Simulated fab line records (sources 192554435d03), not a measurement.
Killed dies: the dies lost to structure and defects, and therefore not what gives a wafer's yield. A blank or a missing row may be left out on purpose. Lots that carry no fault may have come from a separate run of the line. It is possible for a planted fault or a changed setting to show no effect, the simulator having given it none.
fab line records	flow n5Finfet
record: lots: 12	wafers: 36	lastDay: 17
route steps=1938 shown BEOL_M11@1537 PASSIVATION@1936
lots untouched by any fault: they come from a run of this same line in which no faults occurred
startH: hours from the record's first day to the start of the lot's first wafer shown	waitH: hours since the lot's step before	" unchanged from the row above	L1.1+2: several wafers, shown together as one row	- no value present, or no start provided	* or withheld: withheld	< > ~ a bound
route shown NAME@n: NAME is a module with steps in the file, n the number in the route of the first one	usual: mean/standard deviation of fault-free wafers	same: alike in all rows	chamber/n: place in a boat	sites: readings site by site	_std_site: the standard deviation of these	_edge_site: outer sites' mean less inner sites'	radiusMm: for every site, how far away it sits from the centre of the wafer	mask NAME#n: copy n	behind: the last tool/chamber to shape the wafer	hold: what put the lot on hold/how long, in hours/how the hold closed	device: which transistor (n, p or np) failed to switch	end of line: tests run on the same wafers once the route is complete	a step given without rows: its recipe and nothing more	killed: count of dies lost to structure and defects at first sort (not the wafer's yield)	map: a wafer's dies, marking killed ones x, the rest . and places with no die _
set.NAME: the setting the step ran with; set.NAME@STEP: the setting that earlier step ran with	model.NAME: the simulator's own value behind a step, which no gauge read
a sample of lots followed through the steps of the route, with each step as a table and each wafer as a row
services: from which hour (startH, from the record's first day; less than 0 if before it) a tool's chamber was out of use, for how many hours, and why
== steps ==
step: N5_BEOL_M11_CURE_71
recipe: tempC: 385	timeS: 240	ambient: He/Ar	material: SiCOH_lowk
usual: lampPowerPct: 52.32/0.055	wafer_temp_C_max: 386.8/0.58
lot.wafer	tool	chamber	startH	waitH	lampPowerPct	wafer_temp_C_max
L670.1	uvCure-03	0	227.80	0.0	52.22	387.1
L670.2	"	0	"	"	52.31	386.2
L670.4	"	0	"	"	52.35	386.3
L669.3	uvCure-02	2	230.39	0.2	52.41	387.7
L669.4	"	2	"	"	52.26	387.1
L669.6	"	2	"	"	52.28	387.4
L671.1	uvCure-03	2	237.89	0.0	52.35	386.8
L671.2	"	2	"	"	52.32	386.9
L671.5	"	2	"	"	52.41	387.2
L672.2	uvCure-01	1	242.58	0.6	52.33	386.0
L672.3	"	1	"	"	52.34	385.9
L672.5	"	1	"	"	52.26	385.6
L673.1	uvCure-03	2	249.59	0.0	52.26	386.7
L673.2	"	2	"	"	52.35	386.5
L673.6	"	2	"	"	52.38	386.3
L674.1	uvCure-02	1	255.15	0.0	52.25	386.2
L674.2	"	1	"	"	52.24	386.0
L674.4	"	1	"	"	52.21	386.4
L676.1	uvCure-03	2	261.28	0.0	52.40	387.1
L676.2	"	2	"	"	52.33	386.2
L676.6	"	2	"	"	52.30	386.8
L679.1	uvCure-03	0	281.79	0.0	52.36	386.5
L679.3	"	0	"	"	52.31	386.4
L679.5	"	0	"	"	52.31	386.6
L682.1	uvCure-03	1	308.21	0.1	52.32	387.7
L682.3	"	1	"	"	52.40	387.4
L682.6	"	1	"	"	52.29	387.0
L685.2	uvCure-01	2	318.42	0.1	52.42	386.3
L685.3	"	2	"	"	52.27	386.3
L685.5	"	2	"	"	52.30	386.6
L690.2	uvCure-01	0	356.72	0.1	52.26	386.7
L690.4	"	0	"	"	52.32	386.8
L690.6	"	0	"	"	52.34	386.0
L691.2	uvCure-02	1	359.56	0.1	52.33	386.2
L691.3	"	1	"	"	52.24	385.9
L691.4	"	1	"	"	52.24	386.4
step: N5_BEOL_M11_HM_DEP_02
recipe: material: TiN	targetThkA: 200	tempC: 25	chamberPressurePa: 0.49996
usual: substrateTempC: 25.00/0.1	throttleValvePct: 29.7/0.97
lot.wafer	tool	chamber	startH	waitH	substrateTempC	throttleValvePct
L670.1	pvdSputter-02	-	228.41	0.0	25.04	29.3
L670.2	"	-	"	"	24.92	29.0
L670.4	"	-	"	"	25.10	31.3
L669.3	pvdSputter-01	-	231.06	0.3	24.85	30.8
L669.4	"	-	"	"	24.81	28.7
L669.6	"	-	"	"	25.07	30.0
L671.1	pvdSputter-03	-	238.74	0.3	25.10	29.6
L671.2	"	-	"	"	25.02	29.6
L671.5	"	-	"	"	24.98	30.7
L672.2	pvdSputter-02	-	243.90	0.4	25.14	29.9
L672.3	"	-	"	"	25.16	28.8
L672.5	"	-	"	"	25.06	29.8
L673.1	pvdSputter-03	-	250.70	0.5	24.97	29.5
L673.2	"	-	"	"	24.95	29.5
L673.6	"	-	"	"	24.85	29.7
L674.1	pvdSputter-03	-	255.93	0.2	24.98	27.6
L674.2	"	-	"	"	25.12	29.7
L674.4	"	-	"	"	24.90	29.9
L676.1	pvdSputter-02	-	262.74	0.9	25.04	29.6
L676.2	"	-	"	"	24.87	29.0
L676.6	"	-	"	"	25.02	31.0
L679.1	pvdSputter-02	-	282.44	0.1	24.85	29.8
L679.3	"	-	"	"	24.92	31.0
L679.5	"	-	"	"	24.99	28.9
L682.1	pvdSputter-03	-	313.50	4.7	25.01	30.3
L682.3	"	-	"	"	24.90	29.7
L682.6	"	-	"	"	25.02	27.3
L685.2	pvdSputter-01	-	321.73	2.8	24.90	31.0
L685.3	"	-	"	"	25.10	28.7
L685.5	"	-	"	"	24.88	30.7
L690.2	pvdSputter-01	-	358.31	1.1	25.13	30.6
L690.4	"	-	"	"	24.98	30.3
L690.6	"	-	"	"	25.12	30.6
L691.2	pvdSputter-03	-	361.50	1.5	25.16	29.7
L691.3	"	-	"	"	24.86	30.6
L691.4	"	-	"	"	24.98	27.8
step: N5_BEOL_M11_CD_MEAS_18
recipe: pitchNm: 140	targetCdNm: 70
usual: cdNm: 69.9/0.8
lot.wafer	tool	chamber	startH	waitH	cdNm
L670.1	cdSem-03	-	229.32	0.0	72.0
L670.2	"	-	"	"	69.4
L670.4	"	-	"	"	71.5
L669.3	cdSem-01	-	232.04	0.1	70.4
L669.4	"	-	"	"	70.0
L669.6	"	-	"	"	69.0
L671.1	cdSem-01	-	239.78	0.0	70.0
L671.2	"	-	"	"	68.6
L671.5	"	-	"	"	70.4
L672.2	cdSem-03	-	244.82	0.1	69.4
L672.3	"	-	"	"	70.3
L672.5	"	-	"	"	69.9
L673.1	cdSem-03	-	251.73	0.0	70.0
L673.2	"	-	"	"	69.0
L673.6	"	-	"	"	70.8
L674.1	cdSem-03	-	257.47	0.0	70.3
L674.2	"	-	"	"	70.5
L674.4	"	-	"	"	70.2
L676.1	cdSem-01	-	263.83	0.0	70.3
L676.2	"	-	"	"	70.0
L676.6	"	-	"	"	69.7
L679.1	cdSem-01	-	283.48	0.0	69.7
L679.3	"	-	"	"	69.4
L679.5	"	-	"	"	69.8
L682.1	cdSem-03	-	314.57	0.0	70.3
L682.3	"	-	"	"	69.1
L682.6	"	-	"	"	69.2
L685.2	cdSem-01	-	322.90	0.1	68.3
L685.3	"	-	"	"	69.7
L685.5	"	-	"	"	70.5
L690.2	cdSem-03	-	359.58	0.1	68.7
L690.4	"	-	"	"	69.8
L690.6	"	-	"	"	70.4
L691.2	cdSem-03	-	362.45	0.1	70.3
L691.3	"	-	"	"	70.1
L691.4	"	-	"	"	68.6
step: N5_BEOL_M11_COAT_63
recipe: resist: SOC	tempC: 250	timeS: 60	spinRpm: 1500	resistThkNm: 100
usual: heaterPowerTotalW: 500.6/1.8	plateTempC: 250.01/0.15
lot.wafer	tool	chamber	startH	waitH	heaterPowerTotalW	plateTempC
L670.1	lithoTrack-02	0	229.78	0.5	498.6	250.26
L670.2	"	0	"	"	498.8	249.97
L670.4	"	0	"	"	502.4	249.99
L669.3	lithoTrack-05	0	233.44	1.4	498.4	249.83
L669.4	"	0	"	"	502.6	249.88
L669.6	"	0	"	"	498.0	249.83
L671.1	lithoTrack-03	0	240.05	0.3	499.1	250.09
L671.2	"	0	"	"	502.9	250.09
L671.5	"	0	"	"	498.9	250.06
L672.2	lithoTrack-05	0	245.86	1.0	502.4	250.17
L672.3	"	0	"	"	502.7	250.11
L672.5	"	0	"	"	499.0	250.26
L673.1	lithoTrack-03	0	253.49	1.8	501.5	249.92
L673.2	"	0	"	"	500.9	250.04
L673.6	"	0	"	"	498.5	250.17
L674.1	lithoTrack-05	0	258.92	1.4	502.6	250.19
L674.2	"	0	"	"	501.9	250.07
L674.4	"	0	"	"	502.3	249.91
L676.1	lithoTrack-02	0	264.53	0.7	503.1	249.94
L676.2	"	0	"	"	498.2	250.07
L676.6	"	0	"	"	499.3	249.79
L679.1	lithoTrack-02	0	283.64	0.2	502.4	249.90
L679.3	"	0	"	"	503.1	249.96
L679.5	"	0	"	"	503.2	249.94
L682.1	lithoTrack-02	0	314.61	0.0	518.1	256.10
L682.3	"	0	"	"	517.7	255.73
L682.6	"	0	"	"	516.5	256.17
L685.2	lithoTrack-02	0	324.15	1.2	518.1	255.91
L685.3	"	0	"	"	514.0	255.88
L685.5	"	0	"	"	517.8	255.84
L690.2	lithoTrack-05	0	360.29	0.7	500.2	249.83
L690.4	"	0	"	"	499.7	250.31
L690.6	"	0	"	"	499.2	250.21
L691.2	lithoTrack-03	0	363.97	1.5	500.2	250.01
L691.3	"	0	"	"	497.8	249.73
L691.4	"	0	"	"	497.7	249.95
step: N5_PASSIVATION_PROBE_49
usual: defectLimitedYield: 91.4/1.6	killed_at_M0_to_M3: 31/11	killed_at_M4_up: 14/5.7	killedAtContacts: 12/6	killedAtFrontEnd: 41/13	killedAtOther: 3.3/2.8	killedDies: 101/19	killedOpen: 67/14	killedShort: 33/8.2	sort_bin_4_leakage: 0.0/0.37	sort_bin_5_function: 5.0/1.1	sort_bin_6_memory: 3.3/0.74	sortNPass: 1078/20	sortYieldPct: 91.3/1.7
same: grossDies: 1180	killedAtBackSide: 0	sort_bin_8_speed[%]: 0
lot.wafer	tool	chamber	startH	waitH	defectLimitedYield[%]	killed_at_M0_to_M3	killed_at_M4_up	killedAtContacts	killedAtFrontEnd	killedAtOther	killedDies	killedOpen	killedShort	sort_bin_4_leakage[%]	sort_bin_5_function[%]	sort_bin_6_memory[%]	sortNPass	sortYieldPct[%]
L670.1	prober-02	-	272.04	0.0	91.8	30	5	9	49	4	97	60	36	0	4.5	3.4	1083	91.8
L670.2	prober-02	-	272.09	0.1	90.7	23	6	10	64	7	110	56	46	0	5.6	3.5	1070	90.7
L670.4	prober-02	-	272.19	0.2	93.7	12	4	10	46	2	74	45	28	0	2.7	3.3	1106	93.7
L669.3	prober-02	-	278.29	0.1	91.9	31	13	17	29	6	96	62	34	0	4.7	3.2	1084	91.9
L669.4	prober-02	-	278.34	0.2	90.9	33	17	12	40	5	107	75	31	0	5.3	3.4	1073	90.9
L669.6	prober-02	-	278.44	0.3	89.4	36	21	11	52	5	125	77	46	0	6.1	4.2	1055	89.4
L671.1	prober-02	-	284.99	0.0	92.0	28	22	14	25	5	94	66	26	4.4	4.6	3.0	1034	87.6
L671.2	prober-02	-	285.04	0.1	92.5	24	17	7	39	2	89	60	26	0	4.2	2.8	1091	92.5
L671.5	prober-02	-	285.19	0.2	92.6	19	12	7	41	8	87	56	26	0	3.2	3.2	1093	92.6
L672.2	prober-02	-	295.74	0.1	91.4	29	12	7	37	16	101	61	40	0	5.0	3.1	1079	91.4
L672.3	prober-02	-	295.79	0.1	93.9	16	11	13	29	3	72	53	15	0	3.4	2.2	1108	93.9
L672.5	prober-02	-	295.89	0.2	92.0	28	23	14	26	3	94	66	28	0	4.2	3.4	1086	92.0
L673.1	prober-01	-	298.85	0.0	91.9	28	12	11	45	0	96	65	31	0	4.7	3.3	1084	91.9
L673.2	prober-01	-	298.90	0.1	91.2	42	13	6	43	0	104	70	34	0	5.1	3.5	1076	91.2
L673.6	prober-01	-	299.10	0.3	89.7	47	7	14	53	1	122	79	43	0	5.6	4.3	1058	89.7
L674.1	prober-02	-	306.35	0.0	91.5	33	3	13	51	0	100	55	45	0	5.0	3.2	1080	91.5
L674.2	prober-02	-	306.40	0.1	91.9	28	14	15	39	0	96	63	30	0	4.6	3.2	1084	91.9
L674.4	prober-02	-	306.50	0.2	94.3	23	3	11	29	1	67	44	23	0	2.7	2.6	1113	94.3
L676.1	prober-01	-	307.68	0.0	90.5	50	13	23	26	0	112	80	32	0	5.3	4.2	1068	90.5
L676.2	prober-01	-	307.73	0.1	86.9	59	17	25	46	7	154	104	43	0	9.2	3.5	1026	86.9
L676.6	prober-01	-	307.93	0.3	91.1	36	4	23	40	2	105	65	37	0	6.0	2.6	1075	91.1
L679.1	prober-02	-	328.45	0.0	92.3	29	20	13	22	7	91	62	27	0	4.7	2.7	1089	92.3
L679.3	prober-02	-	328.55	0.1	88.9	60	20	13	37	1	131	98	31	0	6.8	4.1	1049	88.9
L679.5	prober-02	-	328.65	0.2	89.7	48	12	29	21	11	121	75	44	0	5.8	4.1	1059	89.7
L682.1	prober-02	-	360.26	0.0	90.8	39	8	22	35	5	109	64	45	0	5.7	3.3	1071	90.8
L682.3	prober-02	-	360.36	0.1	91.4	22	12	23	36	8	101	62	37	0	4.8	3.1	1079	91.4
L682.6	prober-02	-	360.51	0.3	90.9	34	13	17	36	7	107	63	42	0.2	5.5	3.6	1071	90.8
L685.2	prober-01	-	371.98	0.1	89.7	42	13	6	57	3	121	76	44	0	6.2	3.7	1059	89.7
L685.3	prober-01	-	372.03	0.1	90.3	56	14	8	37	0	115	88	25	0	5.1	4.4	1065	90.3
L685.5	prober-01	-	372.13	0.2	91.1	29	9	9	56	2	105	79	25	0	5.2	3.4	1075	91.1
L690.2	prober-02	-	405.22	0.1	92.5	26	7	20	33	2	88	53	30	0	4.1	3.1	1092	92.5
L690.4	prober-02	-	405.32	0.2	89.8	28	10	30	50	2	120	93	25	0	6.3	3.6	1060	89.8
L690.6	prober-02	-	405.42	0.3	91.9	31	11	18	35	0	95	64	29	0	4.5	3.3	1085	91.9
L691.2	prober-01	-	417.17	0.1	89.8	48	12	11	42	7	120	74	43	0	6.2	3.4	1060	89.8
L691.3	prober-01	-	417.22	0.1	91.7	34	16	10	35	3	98	64	31	0	4.5	3.4	1082	91.7
L691.4	prober-01	-	417.27	0.2	90.4	22	24	14	48	5	113	69	43	0	5.3	4.2	1067	90.4
killed by level:class
L670.1 FIN_SAQP:geometricParticle:short=13 FIN_SAQP:geometricParticle:open=11 BEOL_M3:geometricParticle:open=8 MOL_CONTACT_COAG:geometricParticle:open=8 DUMMY_GATE:geometricParticle:open=6 BEOL_M0_SAQP:geometricParticle:open=5 BEOL_M2:geometricParticle:open=5 ILD0:geometricParticle:short=4
L670.2 FIN_SAQP:geometricParticle:short=13 GATE_CUT:geometricParticle:short=12 FIN_SAQP:geometricParticle:open=11 GATE_CUT:geometricParticle:open=9 DUMMY_GATE:geometricParticle:open=7 MOL_CONTACT_COAG:geometricParticle:open=6 BEOL_M0_SAQP:geometricParticle:short=6 PASSIVATION:areaEtch=5
L670.4 FIN_SAQP:geometricParticle:short=16 MOL_CONTACT_COAG:geometricParticle:open=10 FIN_SAQP:geometricParticle:open=8 STI_FIN_REVEAL:geometricParticle:open=4 DUMMY_GATE:geometricParticle:open=4 BEOL_M3:geometricParticle:open=4 DUMMY_GATE:geometricParticle:short=3 GATE_CUT:geometricParticle:short=3
L669.3 MOL_CONTACT_COAG:geometricParticle:open=14 BEOL_M0_SAQP:geometricParticle:short=8 STI_FIN_REVEAL:geometricParticle:open=7 BEOL_M0_SAQP:geometricParticle:open=7 BEOL_M4:geometricParticle:open=7 GATE_CUT:geometricParticle:open=5 FIN_SAQP:geometricParticle:open=4 BEOL_M0:geometricParticle:short=4
L669.4 BEOL_M3:geometricParticle:open=12 MOL_CONTACT_COAG:geometricParticle:open=11 FIN_SAQP:geometricParticle:open=7 GATE_CUT:geometricParticle:short=7 BEOL_M4:geometricParticle:open=7 DUMMY_GATE:geometricParticle:open=6 GATE_CUT:geometricParticle:open=6 BEOL_M2:geometricParticle:open=6
L669.6 BEOL_M0_SAQP:geometricParticle:short=13 BEOL_M0_SAQP:geometricParticle:open=13 STI_FIN_REVEAL:geometricParticle:open=11 BEOL_M4:geometricParticle:open=11 MOL_CONTACT_COAG:geometricParticle:open=8 FIN_SAQP:geometricParticle:open=6 GATE_CUT:geometricParticle:open=6 STARTING-WAFER:geometricParticle:short=6
L671.1 BEOL_M4:geometricParticle:open=16 MOL_CONTACT_COAG:geometricParticle:open=11 BEOL_M2:geometricParticle:open=7 BEOL_M1:geometricParticle:open=6 BEOL_M0_SAQP:geometricParticle:open=5 FIN_SAQP:geometricParticle:short=4 ILD0:geometricParticle:open=4 GATE_CUT:geometricParticle:short=4
L671.2 BEOL_M4:geometricParticle:open=11 FIN_SAQP:geometricParticle:open=7 MOL_CONTACT_COAG:geometricParticle:open=7 FIN_SAQP:geometricParticle:short=5 DUMMY_GATE:geometricParticle:open=5 BEOL_M0:geometricParticle:open=5 GATE_CUT:geometricParticle:short=4 BEOL_M3:geometricParticle:open=4
L671.5 FIN_SAQP:geometricParticle:open=7 DUMMY_GATE:geometricParticle:open=6 PAD_METAL:geometricParticle:open=6 STARTING-WAFER:geometricParticle:open=6 BEOL_M0_SAQP:geometricParticle:open=5 BEOL_M0_SAQP:geometricParticle:short=5 BEOL_M2:geometricParticle:open=5 BEOL_M4:geometricParticle:open=5
L672.2 BEOL_M0_SAQP:geometricParticle:open=13 BEOL_M0_SAQP:geometricParticle:short=9 GATE_CUT:geometricParticle:short=8 MOL_CONTACT_COAG:geometricParticle:open=7 FIN_SAQP:geometricParticle:open=5 STI_FIN_REVEAL:geometricParticle:open=5 PAD_METAL:geometricParticle:open=5 BEOL_M4:geometricParticle:open=4
L672.3 MOL_CONTACT_COAG:geometricParticle:open=12 STI_FIN_REVEAL:geometricParticle:open=7 BEOL_M4:geometricParticle:open=6 BEOL_M2:geometricParticle:open=5 HKMG_FIN:areaEtch=4 GATE_CUT:geometricParticle:short=3 BEOL_M0_SAQP:geometricParticle:open=3 BEOL_M0_SAQP:geometricParticle:short=3
L672.5 MOL_CONTACT_COAG:geometricParticle:open=11 BEOL_M0_SAQP:geometricParticle:short=9 BEOL_M0_SAQP:geometricParticle:open=8 BEOL_M4:geometricParticle:open=8 FIN_SAQP:geometricParticle:open=6 STI_FIN_REVEAL:geometricParticle:open=6 BEOL_M4:geometricParticle:short=6 BEOL_M2:geometricParticle:open=5
L673.1 FIN_SAQP:geometricParticle:short=11 MOL_CONTACT_COAG:geometricParticle:open=9 STI_FIN_REVEAL:geometricParticle:open=8 FIN_SAQP:geometricParticle:open=7 BEOL_M0_SAQP:geometricParticle:short=5 BEOL_M1:geometricParticle:open=5 DUMMY_GATE:geometricParticle:open=4 BEOL_M0_SAQP:geometricParticle:open=4
L673.2 BEOL_M3:geometricParticle:open=11 FIN_SAQP:geometricParticle:open=8 BEOL_M2:geometricParticle:open=8 STI_FIN_REVEAL:geometricParticle:open=7 BEOL_M0_SAQP:geometricParticle:open=7 BEOL_M2:geometricParticle:short=7 FIN_SAQP:geometricParticle:short=6 GATE_CUT:geometricParticle:open=5
L673.6 BEOL_M1:geometricParticle:open=15 STI_FIN_REVEAL:geometricParticle:open=14 FIN_SAQP:geometricParticle:short=13 MOL_CONTACT_COAG:geometricParticle:open=10 BEOL_M2:geometricParticle:open=9 FIN_SAQP:geometricParticle:open=5 GATE_CUT:geometricParticle:short=5 BEOL_M0_SAQP:geometricParticle:open=5
L674.1 FIN_SAQP:geometricParticle:short=12 STI_FIN_REVEAL:geometricParticle:open=12 MOL_CONTACT_COAG:geometricParticle:open=8 BEOL_M2:geometricParticle:open=8 BEOL_M0_SAQP:geometricParticle:short=6 GATE_CUT:geometricParticle:short=6 BEOL_M0_SAQP:geometricParticle:open=6 MOL_CONTACT_COAG:geometricParticle:short=5
L674.2 MOL_CONTACT_COAG:geometricParticle:open=13 BEOL_M1:geometricParticle:open=10 FIN_SAQP:geometricParticle:open=7 BEOL_M4:geometricParticle:open=7 FIN_SAQP:geometricParticle:short=6 STARTING-WAFER:geometricParticle:short=5 STI_FIN_REVEAL:geometricParticle:open=4 DUMMY_GATE:geometricParticle:open=4
L674.4 MOL_CONTACT_COAG:geometricParticle:open=10 BEOL_M3:geometricParticle:open=8 DUMMY_GATE:geometricParticle:open=7 FIN_SAQP:geometricParticle:short=4 BEOL_M0_SAQP:geometricParticle:short=4 STARTING-WAFER:geometricParticle:open=4 STI_FIN_REVEAL:geometricParticle:open=3 GATE_CUT:geometricParticle:short=3
L676.1 MOL_CONTACT_COAG:geometricParticle:open=20 BEOL_M0_SAQP:geometricParticle:open=14 BEOL_M0_SAQP:geometricParticle:short=10 FIN_SAQP:geometricParticle:open=5 STI_FIN_REVEAL:geometricParticle:open=5 BEOL_M0:geometricParticle:open=5 BEOL_M2:geometricParticle:short=5 BEOL_M2:geometricParticle:open=5
L676.2 MOL_CONTACT_COAG:geometricParticle:open=21 BEOL_M2:geometricParticle:open=16 STI_FIN_REVEAL:geometricParticle:open=12 BEOL_M0:geometricParticle:open=9 BEOL_M0_SAQP:geometricParticle:open=8 BEOL_M1:geometricParticle:open=7 FIN_SAQP:geometricParticle:short=6 BEOL_M0_SAQP:geometricParticle:short=6
L676.6 MOL_CONTACT_COAG:geometricParticle:open=19 FIN_SAQP:geometricParticle:short=8 BEOL_M2:geometricParticle:open=8 STI_FIN_REVEAL:geometricParticle:open=7 BEOL_M0_SAQP:geometricParticle:short=7 DUMMY_GATE:geometricParticle:open=6 ILD0:geometricParticle:short=5 FIN_SAQP:geometricParticle:open=4
L679.1 BEOL_M4:geometricParticle:open=11 BEOL_M2:geometricParticle:open=10 MOL_CONTACT_COAG:geometricParticle:open=9 BEOL_M0_SAQP:geometricParticle:short=6 BEOL_M0_SAQP:geometricParticle:open=5 BEOL_M7:geometricParticle:open=5 STI_FIN_REVEAL:geometricParticle:open=4 MOL_CONTACT_COAG:geometricParticle:short=4
L679.3 FIN_SAQP:geometricParticle:open=18 BEOL_M1:geometricParticle:open=12 MOL_CONTACT_COAG:geometricParticle:open=11 BEOL_M0_SAQP:geometricParticle:open=10 BEOL_M2:geometricParticle:open=10 BEOL_M3:geometricParticle:open=8 BEOL_M0_SAQP:geometricParticle:short=6 BEOL_M1:geometricParticle:short=6
L679.5 MOL_CONTACT_COAG:geometricParticle:open=25 BEOL_M2:geometricParticle:open=16 BEOL_M2:geometricParticle:short=8 BEOL_M1:geometricParticle:short=7 BEOL_M0_SAQP:geometricParticle:open=5 MOL_CONTACT_COAG:geometricParticle:short=4 BEOL_M0_SAQP:geometricParticle:short=4 STARTING-WAFER:geometricParticle:open=4
L682.1 MOL_CONTACT_COAG:geometricParticle:open=19 BEOL_M0_SAQP:geometricParticle:short=11 FIN_SAQP:geometricParticle:short=10 BEOL_M0_SAQP:geometricParticle:open=10 FIN_SAQP:geometricParticle:open=7 STI_FIN_REVEAL:geometricParticle:open=6 BEOL_M2:geometricParticle:open=6 BEOL_M1:geometricParticle:open=4
L682.3 MOL_CONTACT_COAG:geometricParticle:open=17 FIN_SAQP:geometricParticle:short=12 BEOL_M2:geometricParticle:open=6 MOL_CONTACT_COAG:geometricParticle:short=6 FIN_SAQP:geometricParticle:open=5 SPACER0:geometricParticle:short=5 MIM_TOP:geometricParticle:open=5 BEOL_M0_SAQP:geometricParticle:short=4
L682.6 MOL_CONTACT_COAG:geometricParticle:open=10 BEOL_M1:geometricParticle:open=10 BEOL_M2:geometricParticle:open=10 MOL_CONTACT_COAG:geometricParticle:short=7 STI_FIN_REVEAL:geometricParticle:open=7 FIN_SAQP:geometricParticle:open=6 FIN_SAQP:geometricParticle:short=5 BEOL_M0_SAQP:geometricParticle:short=5
L685.2 FIN_SAQP:geometricParticle:open=15 BEOL_M0_SAQP:geometricParticle:open=12 STI_FIN_REVEAL:geometricParticle:open=9 BEOL_M0_SAQP:geometricParticle:short=9 FIN_SAQP:geometricParticle:short=8 BEOL_M1:geometricParticle:open=8 BEOL_M4:geometricParticle:open=7 STI_FIN_REVEAL:geometricParticle:short=5
L685.3 BEOL_M3:geometricParticle:open=16 BEOL_M1:geometricParticle:open=14 STI_FIN_REVEAL:geometricParticle:open=12 FIN_SAQP:geometricParticle:open=8 BEOL_M0_SAQP:geometricParticle:open=8 BEOL_M4:geometricParticle:open=7 MOL_CONTACT_COAG:geometricParticle:open=6 BEOL_M0_SAQP:geometricParticle:short=6
L685.5 STI_FIN_REVEAL:geometricParticle:open=13 BEOL_M3:geometricParticle:open=11 FIN_SAQP:geometricParticle:open=10 FIN_SAQP:geometricParticle:short=9 BEOL_M2:geometricParticle:open=9 MOL_CONTACT_COAG:geometricParticle:open=7 DUMMY_GATE:geometricParticle:open=6 BEOL_M4:geometricParticle:open=6
L690.2 MOL_CONTACT_COAG:geometricParticle:open=14 FIN_SAQP:geometricParticle:open=11 BEOL_M3:geometricParticle:open=9 MOL_CONTACT_COAG:geometricParticle:short=6 GATE_CUT:geometricParticle:short=5 BEOL_M0_SAQP:geometricParticle:open=4 STI_FIN_REVEAL:geometricParticle:open=3 BEOL_M4:geometricParticle:open=3
L690.4 MOL_CONTACT_COAG:geometricParticle:open=26 STI_FIN_REVEAL:geometricParticle:open=19 BEOL_M0_SAQP:geometricParticle:open=9 FIN_SAQP:geometricParticle:open=8 BEOL_M3:geometricParticle:open=6 STARTING-WAFER:geometricParticle:open=5 MOL_CONTACT_COAG:geometricParticle:short=4 BEOL_M0_SAQP:geometricParticle:short=4
L690.6 MOL_CONTACT_COAG:geometricParticle:open=14 STI_FIN_REVEAL:geometricParticle:open=9 BEOL_M0_SAQP:geometricParticle:short=9 BEOL_M0_SAQP:geometricParticle:open=9 BEOL_M2:geometricParticle:open=6 STI_FIN_REVEAL:geometricParticle:short=5 DUMMY_GATE:geometricParticle:open=4 MOL_CONTACT_COAG:geometricParticle:short=4
L691.2 BEOL_M0_SAQP:geometricParticle:open=15 BEOL_M2:geometricParticle:open=14 FIN_SAQP:geometricParticle:open=8 DUMMY_GATE:geometricParticle:open=8 MOL_CONTACT_COAG:geometricParticle:open=8 FIN_SAQP:geometricParticle:short=6 BEOL_M0_SAQP:geometricParticle:short=6 STARTING-WAFER:geometricParticle:short=6
L691.3 BEOL_M0_SAQP:geometricParticle:short=12 BEOL_M1:geometricParticle:open=8 FIN_SAQP:geometricParticle:open=7 BEOL_M4:geometricParticle:open=7 MOL_CONTACT_COAG:geometricParticle:open=7 GATE_CUT:geometricParticle:open=5 BEOL_M0_SAQP:geometricParticle:open=5 STARTING-WAFER:geometricParticle:open=5
L691.4 FIN_SAQP:geometricParticle:short=15 MOL_CONTACT_COAG:geometricParticle:open=11 STI_FIN_REVEAL:geometricParticle:open=10 BEOL_M4:geometricParticle:open=10 BEOL_M2:geometricParticle:open=8 FIN_SAQP:geometricParticle:open=7 BEOL_M4:geometricParticle:short=6 DUMMY_GATE:geometricParticle:open=5
== services ==
tool	chamber	startH	hours	kind
uvCure-03	-	207.16	7.5	pm
uvCure-02	-	233.26	9.8	repair
lithoTrack-02	-	233.31	-	consumableReplace:filter
uvCure-03	-	259.37	0.8	repair
pvdSputter-02	-	335.77	2.8	repair
pvdSputter-01	-	342.33	3.2	repair
pvdSputter-02	-	362.69	0.6	repair
== key ==
firstSign: step: N5_BEOL_M11_COAT_63	reading: plateTempC	direction: up	sigmas: 40	usual: *	struck: *
effect: step: N5_BEOL_M11_COAT_63	reading: heaterPowerTotalW	direction: up	sigmas: 9.1	usual: *	struck: *
metAt N5_BEOL_M11_COAT_63
struckLots L682,L685
notActingAt N5_BEOL_M11_CURE_71,N5_BEOL_M11_HM_DEP_02,N5_BEOL_M11_CD_MEAS_18
onsetBetween 283.64 314.61
fault: kind: processParameterDrift	tool: lithoTrack-02	chamber: -	onsetH: 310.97	steps: N5_BEOL_M11_COAT_63	channel: tempC	offset: *	shape: step	endH: 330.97	actsIn: *	stated: *
